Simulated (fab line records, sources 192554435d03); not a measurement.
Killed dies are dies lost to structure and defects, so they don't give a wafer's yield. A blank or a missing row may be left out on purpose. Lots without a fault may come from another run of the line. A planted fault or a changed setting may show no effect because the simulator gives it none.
Which tool did it? | flow n5_finfet | 15 lots, 45 wafers sampled, at 7 steps of a route of 1938

WHAT THE GAUGES READ, wafer by wafer
N5_MOL_CONTACT_COAG_CD_MEAS_99: target cd 17.2 nm. Usual: cd_nm 17.28 nm, standard deviation 0.28.
lot  | measured     | on        | cd_nm (nm)        | flag
L340 | day 4 16:20  | cd_sem-01 | 17.27 17.68 16.85 |
L341 | day 5 01:55  | cd_sem-01 | 17.49 16.91 17.58 |
L342 | day 5 08:49  | cd_sem-02 | 17.28 17.40 17.23 |
L343 | day 5 11:19  | cd_sem-01 | 17.46 17.42 17.42 |
L344 | day 5 20:26  | cd_sem-03 | 17.10 17.60 17.28 |
L348 | day 6 18:41  | cd_sem-01 | 17.59 17.39 17.48 |
L350 | day 7 03:58  | cd_sem-02 | 17.13 16.96 17.62 |
L349 | day 7 05:59  | cd_sem-01 | 17.15 17.54 17.07 |
L351 | day 7 14:06  | cd_sem-01 | 17.10 17.16 17.26 |
L352 | day 7 16:26  | cd_sem-01 | 17.47 17.11 17.35 |
L354 | day 8 01:10  | cd_sem-02 | 16.79 17.70 17.43 |
L355 | day 8 12:42  | cd_sem-02 | - - -             | OFF
L356 | day 8 15:14  | cd_sem-01 | - - -             | OFF
L357 | day 8 22:56  | cd_sem-02 | - - -             | OFF
L363 | day 10 11:17 | cd_sem-01 | 16.78 17.10 17.00 |

N5_BEOL_M4_RC_MEAS_101. Usual: DIBL_N 36.5 mV/V, standard deviation 1.4; DIBL_P 36.6 mV/V, standard deviation 1.6; IOFF_N 0.160 nA/um, standard deviation 0.024; IOFF_P 0.217 nA/um, standard deviation 0.029; ION_N 674 uA/um, standard deviation 8.7; ION_P 464 uA/um, standard deviation 6.5; SS_N 71.6 mV/dec, standard deviation 0.47; SS_P 73.4 mV/dec, standard deviation 0.57; VT_N 250.0 mV, standard deviation 2.5; VT_P -250 mV, standard deviation 3.1.
lot  | measured     | on        | DIBL_N (mV/V)  | DIBL_P (mV/V)  | IOFF_N (nA/um)    | IOFF_P (nA/um)    | ION_N (uA/um) | ION_P (uA/um) | SS_N (mV/dec)  | SS_P (mV/dec)  | VT_N (mV)         | VT_P (mV)      | flag
L340 | day 7 23:13  | prober-02 | 38.0 39.3 36.9 | 37.7 38.8 36.6 | 0.172 0.190 0.149 | 0.236 0.250 0.218 | 676 676 673   | 466 466 468   | 71.7 72.2 71.5 | 72.8 73.7 73.6 | 250.4 247.5 252.5 | -248 -247 -250 |
L341 | day 8 06:04  | prober-02 | 34.3 35.2 35.5 | 35.8 36.7 36.3 | 0.140 0.143 0.152 | 0.193 0.203 0.208 | 663 666 671   | 465 461 462   | 71.6 71.8 71.7 | 72.8 72.6 73.3 | 250.5 251.5 249.1 | -251 -251 -249 |
L342 | day 8 17:36  | prober-01 | 36.9 34.8 37.4 | 37.8 34.3 37.7 | 0.177 0.138 0.188 | 0.222 0.175 0.220 | 669 678 690   | 460 463 466   | 71.7 70.9 71.8 | 73.2 73.1 74.0 | 248.6 253.1 247.8 | -249 -252 -250 |
L343 | day 9 01:41  | prober-02 | 34.9 33.5 35.1 | 35.5 33.6 36.0 | 0.155 0.128 0.159 | 0.228 0.191 0.224 | 680 667 687   | 471 466 471   | 71.6 71.3 72.0 | 73.5 72.9 73.1 | 249.3 252.2 249.7 | -249 -252 -247 |
L344 | day 9 03:20  | prober-01 | 37.1 36.6 36.3 | 37.2 36.7 36.3 | 0.180 0.178 0.169 | 0.253 0.256 0.241 | 687 675 684   | 474 468 475   | 71.6 71.7 71.6 | 73.5 72.6 73.6 | 247.7 247.2 244.9 | -247 -246 -245 |
L348 | day 10 11:13 | prober-01 | 36.3 37.1 36.9 | 37.3 37.9 37.7 | 0.169 0.187 0.176 | 0.261 0.267 0.256 | 678 673 689   | 474 474 474   | 71.1 72.0 71.9 | 74.2 73.4 73.4 | 248.6 245.1 248.4 | -245 -243 -244 |
L350 | day 10 02:55 | prober-02 | 38.4 37.3 37.9 | 37.1 36.7 36.9 | 0.194 0.182 0.184 | 0.234 0.243 0.232 | 675 687 680   | 462 467 469   | 71.9 71.9 71.9 | 73.4 74.1 73.7 | 245.2 248.5 245.5 | -250 -250 -251 |
L349 | day 10 18:02 | prober-02 | 36.5 36.8 37.5 | 33.8 35.0 35.5 | 0.151 0.151 0.163 | 0.192 0.203 0.220 | 676 678 677   | 461 468 466   | 71.2 71.1 71.2 | 72.1 73.8 73.2 | 250.4 249.4 249.3 | -251 -251 -248 |
L351 | day 11 02:08 | prober-02 | 39.2 40.3 38.9 | 39.4 40.9 39.0 | 0.188 0.209 0.170 | 0.213 0.247 0.197 | 679 668 674   | 461 456 455   | 72.3 72.9 72.2 | 74.0 75.4 74.6 | 248.0 247.4 250.9 | -251 -249 -254 |
L352 | day 11 04:09 | prober-01 | 35.7 37.9 36.0 | 35.4 37.3 35.4 | 0.134 0.174 0.140 | 0.212 0.239 0.210 | 666 681 675   | 469 465 468   | 70.7 72.1 71.0 | 72.5 73.1 72.9 | 251.2 249.5 249.9 | -249 -246 -249 |
L354 | day 11 20:25 | prober-02 | 36.8 36.1 36.4 | 37.4 36.8 36.4 | 0.157 0.154 0.155 | 0.227 0.219 0.219 | 668 678 678   | 458 468 469   | 72.0 71.6 70.4 | 74.0 73.4 73.7 | 251.6 250.2 251.5 | -247 -249 -249 |
L363 | day 13 16:08 | prober-02 | 37.0 36.4 36.7 | 36.3 36.3 36.4 | 0.169 0.166 0.173 | 0.218 0.213 0.222 | 677 682 680   | 459 464 464   | 72.2 71.4 72.0 | 72.9 74.0 73.8 | 249.2 247.6 247.2 | -251 -252 -249 |

WHICH TOOL RAN EACH LOT (tool, then ch and the chambers of the sampled wafers, then the start)
lot  | N5_GATE_CUT_ALD_22               | N5_GATE_CUT_CMP_43           | N5_MOL_CONTACT_COAG_ETCH_105      | N5_MOL_CONTACT_COAG_ETCH_106      | N5_MOL_CONTACT_COAG_ETCH_110
L340 | ald_sin-02 ch 1,2,3, day 4 12:50 | cmp-04 ch 0,1,3, day 4 14:38 | rie_diel-01 ch 0,2,3, day 4 16:00 | rie_diel-01 ch 0,2,3, day 4 16:02 | rie_diel-01 ch 0,2,3, day 4 16:13
L341 | ald_sin-04 ch 0,2,3, day 4 22:32 | cmp-03 ch 0,2, day 5 00:26   | rie_diel-01 ch 1,2,3, day 5 01:34 | rie_diel-01 ch 1,2,3, day 5 01:36 | rie_diel-01 ch 1,2,3, day 5 01:47
L342 | ald_sin-04 ch 0,2, day 5 05:28   | cmp-03 ch 1,3, day 5 07:22   | rie_diel-06 ch 2,3, day 5 08:28   | rie_diel-06 ch 2,3, day 5 08:30   | rie_diel-06 ch 2,3, day 5 08:41
L343 | ald_sin-01 ch 0,1,3, day 5 07:41 | cmp-04 ch 0,3, day 5 09:34   | rie_diel-06 ch 1,2,3, day 5 10:58 | rie_diel-06 ch 1,2,3, day 5 10:59 | rie_diel-06 ch 1,2,3, day 5 11:11
L344 | ald_sin-01 ch 0,2, day 5 16:38   | cmp-01 ch 1,3, day 5 18:26   | rie_diel-06 ch 0,3, day 5 20:05   | rie_diel-06 ch 0,3, day 5 20:07   | rie_diel-06 ch 0,3, day 5 20:19
L348 | ald_sin-02 ch 1,2,3, day 6 15:20 | cmp-03 ch 0,1, day 6 17:08   | rie_diel-06 ch 2,3, day 6 18:20   | rie_diel-06 ch 2,3, day 6 18:22   | rie_diel-06 ch 2,3, day 6 18:34
L350 | ald_sin-04 ch 0,3, day 7 00:28   | cmp-04 ch 0,2, day 7 02:26   | rie_diel-06 ch 1,2,3, day 7 03:37 | rie_diel-06 ch 1,2,3, day 7 03:39 | rie_diel-06 ch 1,2,3, day 7 03:50
L349 | ald_sin-01 ch 2,3, day 7 02:38   | cmp-03 ch 0,3, day 7 04:32   | rie_diel-01 ch 1,2,3, day 7 05:38 | rie_diel-01 ch 1,2,3, day 7 05:40 | rie_diel-01 ch 1,2,3, day 7 05:52
L351 | ald_sin-04 ch 1,2, day 7 10:34   | cmp-04 ch 0,1, day 7 12:22   | rie_diel-01 ch 1,2,3, day 7 13:46 | rie_diel-01 ch 1,2,3, day 7 13:47 | rie_diel-01 ch 1,2,3, day 7 13:59
L352 | ald_sin-04 ch 2,3, day 7 12:48   | cmp-04 ch 0,2,3, day 7 14:46 | rie_diel-06 ch 1,2,3, day 7 16:05 | rie_diel-06 ch 1,2,3, day 7 16:07 | rie_diel-06 ch 1,2,3, day 7 16:19
L354 | ald_sin-04 ch 0,2, day 7 21:40   | cmp-03 ch 1,2, day 7 23:28   | rie_diel-02 ch 1,2,3, day 8 00:49 | rie_diel-02 ch 1,2,3, day 8 00:51 | rie_diel-02 ch 1,2,3, day 8 01:02
L355 | ald_sin-01 ch 0,1,2, day 8 09:11 | cmp-03 ch 0,2,3, day 8 11:01 | rie_diel-01 ch 0,2,3, day 8 12:22 | rie_diel-01 ch 0,2,3, day 8 12:23 | rie_diel-01 ch 0,2,3, day 8 12:35
L356 | ald_sin-01 ch 0,1,3, day 8 11:35 | cmp-04 ch 0,1,3, day 8 13:24 | rie_diel-06 ch 0,2,3, day 8 14:53 | rie_diel-06 ch 0,2,3, day 8 14:55 | rie_diel-06 ch 0,2,3, day 8 15:07
L357 | ald_sin-04 ch 1,3, day 8 19:17   | cmp-03 ch 0,2, day 8 21:22   | rie_diel-01 ch 1,3, day 8 22:35   | rie_diel-01 ch 1,3, day 8 22:37   | rie_diel-01 ch 1,3, day 8 22:49
L363 | ald_sin-02 ch 2,3, day 10 07:36  | cmp-01 ch 0,1, day 10 09:38  | rie_diel-01 ch 0,1, day 10 10:57  | rie_diel-01 ch 0,1, day 10 10:58  | rie_diel-01 ch 0,1, day 10 11:10
- N5_GATE_CUT_ALD_22: deposits SiNx, target thk 16 nm, pulse time 1 s, ald cycles 320.
- N5_GATE_CUT_CMP_43: polishes SiO2.
- N5_MOL_CONTACT_COAG_ETCH_105: etches SiARC in CF4, target depth 15.6 nm, time 26 s.
- N5_MOL_CONTACT_COAG_ETCH_106: etches SOC in N2/H2, target depth 80 nm, overetch 16 nm, time 120 s.
- N5_MOL_CONTACT_COAG_ETCH_110: etches Si in CF4/O2, target depth 2.5 nm, time 8 s.

WHAT THE TOOLS THEMSELVES READ (means of the sampled wafers that have a number; where no wafer has one, the mark that the record gives instead)
N5_GATE_CUT_ALD_22. Usual: heater_power_w 809 W, standard deviation 69; precursor_pulse_height_rel 1.001, standard deviation 0.019.
lot  | tool       | heater_power_w (W) | precursor_pulse_height_rel | flag
L340 | ald_sin-02 | 872                | 1.010                      |
L341 | ald_sin-04 | 783                | 0.986                      |
L342 | ald_sin-04 | 802                | 1.007                      |
L343 | ald_sin-01 | 806                | 1.013                      |
L344 | ald_sin-01 | 767                | 1.020                      |
L348 | ald_sin-02 | 880                | 1.009                      |
L350 | ald_sin-04 | 788                | 1.012                      |
L349 | ald_sin-01 | 821                | 1.002                      |
L351 | ald_sin-04 | 747                | 1.002                      |
L352 | ald_sin-04 | 760                | 0.987                      |
L354 | ald_sin-04 | 819                | 0.969                      |
L355 | ald_sin-01 | 756                | 0.997                      |
L356 | ald_sin-01 | 817                | 1.026                      |
L357 | ald_sin-04 | 725                | 1.009                      |
L363 | ald_sin-02 | 854                | 0.996                      |

N5_GATE_CUT_CMP_43. Usual: edge_zone_pressure_frac 1.000, standard deviation 0.0051; motor_current_A 12.8 A, standard deviation 1.4; pad_life_wafers 1122, standard deviation 560; slurry_flow_ml_min 150.1, standard deviation 0.44.
lot  | tool   | edge_zone_pressure_frac | motor_current_A (A) | pad_life_wafers | slurry_flow_ml_min | flag
L340 | cmp-04 | 1.002                   | 12.6                | 973             | 150.0              |
L341 | cmp-03 | 1.000                   | 12.1                | 410             | 150.4              |
L342 | cmp-03 | 0.997                   | 12.7                | 452             | 149.5              |
L343 | cmp-04 | 1.005                   | 12.7                | 1111            | 149.8              |
L344 | cmp-01 | 1.000                   | 14.7                | 2083            | 150.2              |
L348 | cmp-03 | 0.998                   | 11.2                | 774             | 149.6              |
L350 | cmp-04 | 1.003                   | 13.7                | 1525            | 150.0              |
L349 | cmp-03 | 0.993                   | 11.9                | 859             | 150.1              |
L351 | cmp-04 | 1.001                   | 12.9                | 1596            | 150.3              |
L352 | cmp-04 | 0.999                   | 12.8                | 1622            | 149.9              |
L354 | cmp-03 | 0.995                   | 13.9                | 1020            | 150.3              |
L355 | cmp-03 | 0.998                   | 13.3                | 1123            | 150.0              |
L356 | cmp-04 | 1.002                   | 12.7                | 1801            | 149.8              |
L357 | cmp-03 | 0.999                   | 13.2                | 1238            | 150.0              |
L363 | cmp-01 | 1.000                   | 13.5                | 678             | 150.0              |

N5_MOL_CONTACT_COAG_ETCH_105. Usual: bias_w 36.03 W, standard deviation 0.088; cf4_flow_sccm 99.96 sccm, standard deviation 0.29; drypump_motor_current_A 5.7 A, standard deviation 0.48; etch_rf_on_time_s 25.9 s, standard deviation 0.34; oes_product_au 0.67 a.u., standard deviation 0.068; rf_vpp_V 184.3 V, standard deviation 1.2; showerhead_plenum_p_Torr 2.17 Torr, standard deviation 0.073; throttle_valve_pct 15.66 %, standard deviation 0.24.
lot  | tool        | bias_w (W) | cf4_flow_sccm (sccm) | drypump_motor_current_A (A) | etch_rf_on_time_s (s) | oes_product_au (a.u.) | rf_vpp_V (V) | showerhead_plenum_p_Torr (Torr) | throttle_valve_pct (%) | flag
L340 | rie_diel-01 | 36.04      | 100.02               | 5.6                         | 25.8                  | 0.65                  | 184.5        | 2.18                            | 15.75                  |
L341 | rie_diel-01 | 35.94      | 100.10               | 5.6                         | 26.1                  | 0.69                  | 185.4        | 2.24                            | 15.61                  |
L342 | rie_diel-06 | 36.02      | 100.05               | 6.1                         | 25.8                  | 0.67                  | 184.7        | 2.18                            | 15.85                  |
L343 | rie_diel-06 | 36.06      | 100.16               | 5.6                         | 26.1                  | 0.63                  | 184.0        | 2.16                            | 15.86                  |
L344 | rie_diel-06 | 36.03      | 99.82                | 5.9                         | 25.9                  | 0.78                  | 183.7        | 2.12                            | 15.49                  |
L348 | rie_diel-06 | 35.99      | 99.85                | 5.7                         | 25.7                  | 0.65                  | 184.4        | 2.20                            | 15.91                  |
L350 | rie_diel-06 | 35.98      | 100.12               | 5.6                         | 25.8                  | 0.70                  | 184.7        | 2.16                            | 15.72                  |
L349 | rie_diel-01 | 36.03      | 99.67                | 5.6                         | 25.7                  | 0.68                  | 184.7        | 2.24                            | 15.64                  |
L351 | rie_diel-01 | 36.02      | 100.00               | 5.6                         | 26.0                  | 0.67                  | 185.6        | 2.23                            | 15.65                  |
L352 | rie_diel-06 | 35.98      | 99.71                | 5.6                         | 26.0                  | 0.69                  | 183.9        | 2.16                            | 15.73                  |
L354 | rie_diel-02 | 36.14      | 99.94                | 6.2                         | 25.7                  | 0.64                  | 185.2        | 2.17                            | 15.55                  |
L355 | rie_diel-01 | -          | -                    | -                           | -                     | -                     | -            | -                               | -                      | OFF
L356 | rie_diel-06 | -          | -                    | -                           | -                     | -                     | -            | -                               | -                      | OFF
L357 | rie_diel-01 | -          | -                    | -                           | -                     | -                     | -            | -                               | -                      | OFF
L363 | rie_diel-01 | 36.08      | 100.13               | 5.6                         | 26.4                  | 0.67                  | 184.4        | 2.18                            | 15.58                  |

N5_MOL_CONTACT_COAG_ETCH_106. Usual: bias_w 150.0 W, standard deviation 0.49; chamber_pressure_mTorr 30.003 mTorr, standard deviation 0.028; drypump_motor_current_A 5.7 A, standard deviation 0.48; oes_product_au 0.70 a.u., standard deviation 0.069; rf_vpp_V 524.9 V, standard deviation 2.7; showerhead_plenum_p_Torr 2.57 Torr, standard deviation 0.094; throttle_valve_pct 17.90 %, standard deviation 0.26.
lot  | tool        | bias_w (W) | chamber_pressure_mTorr (mTorr) | drypump_motor_current_A (A) | oes_product_au (a.u.) | rf_vpp_V (V) | showerhead_plenum_p_Torr (Torr) | throttle_valve_pct (%) | flag
L340 | rie_diel-01 | 150.0      | 29.994                         | 5.7                         | 0.68                  | 524.7        | 2.58                            | 17.98                  |
L341 | rie_diel-01 | 150.0      | 29.990                         | 5.6                         | 0.72                  | 527.2        | 2.67                            | 17.83                  |
L342 | rie_diel-06 | 150.3      | 30.033                         | 6.1                         | 0.70                  | 525.5        | 2.60                            | 18.18                  |
L343 | rie_diel-06 | 150.4      | 30.022                         | 5.6                         | 0.66                  | 524.7        | 2.57                            | 18.09                  |
L344 | rie_diel-06 | 150.2      | 29.992                         | 5.9                         | 0.81                  | 523.8        | 2.52                            | 17.81                  |
L348 | rie_diel-06 | 150.0      | 30.028                         | 5.7                         | 0.68                  | 526.6        | 2.61                            | 18.21                  |
L350 | rie_diel-06 | 150.8      | 30.002                         | 5.6                         | 0.73                  | 524.6        | 2.56                            | 17.97                  |
L349 | rie_diel-01 | 149.5      | 30.011                         | 5.6                         | 0.70                  | 528.0        | 2.66                            | 17.86                  |
L351 | rie_diel-01 | 150.1      | 29.989                         | 5.6                         | 0.70                  | 526.4        | 2.66                            | 17.87                  |
L352 | rie_diel-06 | 150.0      | 30.010                         | 5.6                         | 0.73                  | 524.7        | 2.56                            | 17.96                  |
L354 | rie_diel-02 | 150.1      | 30.009                         | 6.2                         | 0.67                  | 525.1        | 2.58                            | 17.76                  |
L355 | rie_diel-01 | 149.9      | 29.996                         | 5.6                         | 0.27                  | 524.7        | 2.56                            | 17.97                  | OFF
L356 | rie_diel-06 | 149.7      | 29.996                         | 5.8                         | 0.30                  | 524.2        | 2.56                            | 17.98                  | OFF
L357 | rie_diel-01 | 150.1      | 30.002                         | 6.0                         | 0.30                  | 527.4        | 2.67                            | 17.71                  | OFF
L363 | rie_diel-01 | 150.3      | 29.993                         | 5.6                         | 0.71                  | 525.8        | 2.60                            | 17.77                  |

N5_MOL_CONTACT_COAG_ETCH_110. Usual: O2_flow_sccm 10.001 sccm, standard deviation 0.027; bias_w 12.00 W, standard deviation 0.037; drypump_motor_current_A 5.7 A, standard deviation 0.48; oes_f_703_au 0.79 a.u., standard deviation 0.073; oes_product_au 0.79 a.u., standard deviation 0.079; rf_vpp_V 127.2 V, standard deviation 1.4; showerhead_plenum_p_Torr 2.25 Torr, standard deviation 0.074; throttle_valve_pct 10.79 %, standard deviation 0.28.
lot  | tool        | O2_flow_sccm (sccm) | bias_w (W) | drypump_motor_current_A (A) | oes_f_703_au (a.u.) | oes_product_au (a.u.) | rf_vpp_V (V) | showerhead_plenum_p_Torr (Torr) | throttle_valve_pct (%) | flag
L340 | rie_diel-01 | 10.016              | 12.01      | 5.6                         | 0.76                | 0.76                  | 127.1        | 2.26                            | 10.90                  |
L341 | rie_diel-01 | 9.990               | 11.98      | 5.6                         | 0.81                | 0.81                  | 127.1        | 2.33                            | 10.72                  |
L342 | rie_diel-06 | 10.010              | 11.99      | 6.1                         | 0.78                | 0.78                  | 127.6        | 2.26                            | 10.93                  |
L343 | rie_diel-06 | 10.001              | 12.01      | 5.6                         | 0.74                | 0.74                  | 125.7        | 2.25                            | 11.01                  |
L344 | rie_diel-06 | 9.985               | 11.98      | 5.9                         | 0.91                | 0.91                  | 127.7        | 2.21                            | 10.53                  |
L348 | rie_diel-06 | 10.000              | 12.03      | 5.7                         | 0.76                | 0.76                  | 127.9        | 2.28                            | 11.03                  |
L350 | rie_diel-06 | 10.001              | 11.98      | 5.6                         | 0.82                | 0.82                  | 127.0        | 2.24                            | 10.81                  |
L349 | rie_diel-01 | 9.989               | 12.02      | 5.6                         | 0.78                | 0.79                  | 128.1        | 2.32                            | 10.79                  |
L351 | rie_diel-01 | 10.029              | 11.99      | 5.6                         | 0.78                | 0.78                  | 128.2        | 2.32                            | 10.79                  |
L352 | rie_diel-06 | 9.998               | 12.00      | 5.6                         | 0.81                | 0.82                  | 126.8        | 2.24                            | 10.81                  |
L354 | rie_diel-02 | 10.025              | 11.96      | 6.2                         | 0.76                | 0.75                  | 126.8        | 2.25                            | 10.72                  |
L355 | rie_diel-01 | 10.000              | 11.98      | 5.6                         | 0.73                | 0.73                  | 127.2        | 2.24                            | 11.00                  |
L356 | rie_diel-06 | 9.996               | 11.98      | 5.8                         | 0.80                | 0.80                  | 127.8        | 2.24                            | 10.83                  |
L357 | rie_diel-01 | 10.015              | 12.01      | 6.0                         | 0.79                | 0.79                  | 128.5        | 2.33                            | 10.68                  |
L363 | rie_diel-01 | 9.986               | 12.01      | 5.6                         | 0.78                | 0.78                  | 127.9        | 2.27                            | 10.71                  |

THE ANSWER, worked out from the rows above alone
Rule: a lot is off if the mean of its wafers that have a number lies more than 3 standard deviations from the usual mean. A lot without any number at a reading at which 4 lots or more have one is off too. The other lots that the step has rows for count as sound. The gauges are gone through in route order, then the tools' own readings, and for those a lot's mean is taken as printed above. The first step at which some lot is off is used, and at that step the reading that is off furthest; a lot without a number counts as furthest.
Off: L355, L356, L357, at N5_MOL_CONTACT_COAG_CD_MEAS_99 (cd_nm). Without a number there: L355, L356, L357.
A tool fits if, at a process step before that reading, it ran every lot that is off, and no sound lot after the first of them. The gauges at N5_MOL_CONTACT_COAG_CD_MEAS_99 aren't tried: what is off there is off at N5_MOL_CONTACT_COAG_ETCH_105 too, on other tools, and a gauge's error can't cause that. None of those tried fits.

WHAT THE SIMULATOR HAD PUT IN
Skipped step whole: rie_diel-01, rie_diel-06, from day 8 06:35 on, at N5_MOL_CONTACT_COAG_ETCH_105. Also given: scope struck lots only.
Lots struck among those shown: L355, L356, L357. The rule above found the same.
